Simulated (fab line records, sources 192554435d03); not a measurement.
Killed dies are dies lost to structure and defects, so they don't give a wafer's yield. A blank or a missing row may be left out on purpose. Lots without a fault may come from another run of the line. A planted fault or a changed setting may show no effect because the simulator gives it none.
Split-lot experiment | flow n5_finfet | 7 lots, 21 wafers read, on a route of 1938 steps

THE SPLIT
At N5_BEOL_M11_ETCH_41 (etches SiCN in CH3F/O2, target depth 42.6 nm, time 86 s), the setting time_s was moved away from the recipe's 86 s on 6 of the 21 wafers read, by -12.5% to +14.5%. The other wafers ran this setting at the recipe's value.

The reading is taken at the split's own step.

THE READING
etch.depth_nm (the simulator's own value, which no gauge read), in nm, at N5_BEOL_M11_ETCH_41 (etches SiCN in CH3F/O2, target depth 42.6 nm, time 86 s). The file gives no usual value for it. The 15 wafers here that ran the recipe average 32.69 nm, standard deviation 0.72 nm.

wafer  | tool, chamber at the split | time_s as run, s | against the recipe | etch.depth_nm, nm | against lot-mates on the recipe
L074.2 | rie_diel-05, 2             | 86               | recipe             | 32.92             | -
L074.3 | rie_diel-05, 3             | 86               | recipe             | 33.23             | -
L074.4 | rie_diel-05, 0             | 86               | recipe             | 32.24             | -
L076.1 | rie_diel-05, 2             | 86               | recipe             | 33.29             | -
L076.2 | rie_diel-05, 3             | 75.21            | -12.5%             | 29.32             | -3.97
L076.5 | rie_diel-05, 3             | 75.21            | -12.5%             | 29.44             | -3.85
L084.3 | rie_diel-06, 2             | 86               | recipe             | 33.7              | -
L084.5 | rie_diel-06, 0             | 86               | recipe             | 32.45             | -
L084.6 | rie_diel-06, 1             | 86               | recipe             | 31.97             | -
L085.1 | rie_diel-03, 0             | 86               | recipe             | 32.75             | -
L085.5 | rie_diel-03, 1             | 86               | recipe             | 31.89             | -
L085.6 | rie_diel-03, 0             | 86               | recipe             | 32.54             | -
L093.2 | rie_diel-06, 1             | 98.5             | +14.5%             | 36.29             | +2.71
L093.3 | rie_diel-06, 2             | 86               | recipe             | 33.58             | -
L093.4 | rie_diel-06, 0             | 98.5             | +14.5%             | 37.08             | +3.50
L092.1 | rie_diel-06, 3             | 86               | recipe             | 31.36             | -
L092.2 | rie_diel-06, 2             | 86               | recipe             | 33.22             | -
L092.3 | rie_diel-06, 1             | 86               | recipe             | 31.63             | -
L091.1 | rie_diel-05, 3             | 86               | recipe             | 33.55             | -
L091.5 | rie_diel-05, 0             | 80.94            | -5.9%              | 31.51             | -2.04
L091.6 | rie_diel-05, 1             | 80.94            | -5.9%              | 31.08             | -2.47

THE FIT
A straight line over all 21 wafers: etch.depth_nm changes by +0.268 nm for each +1% of time_s; r = +0.93; the points scatter about the line by 0.66 nm.
The same after taking each lot's own level away (the mean of its wafers on the recipe; 21 wafers): +0.265 nm for each +1%; r = +0.94; scatter 0.6 nm.
On that fit, the largest move of time_s shifts the reading by 3.8 nm.
The lots' own levels span 32.070 to 33.580 nm, that is 2.1 times the standard deviation above.
So the lot-to-lot level changes the slope little: the two slopes agree.
Check: with one of the wafers moved furthest among these (+14.5%) left out of the fit, the line predicts +4.1 nm for it against its lot-mates. It came out at +2.71 nm against them.

THE FILE'S OWN FIT
etch.depth_nm changes by +0.267 nm for each +1% of time_s, r = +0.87.
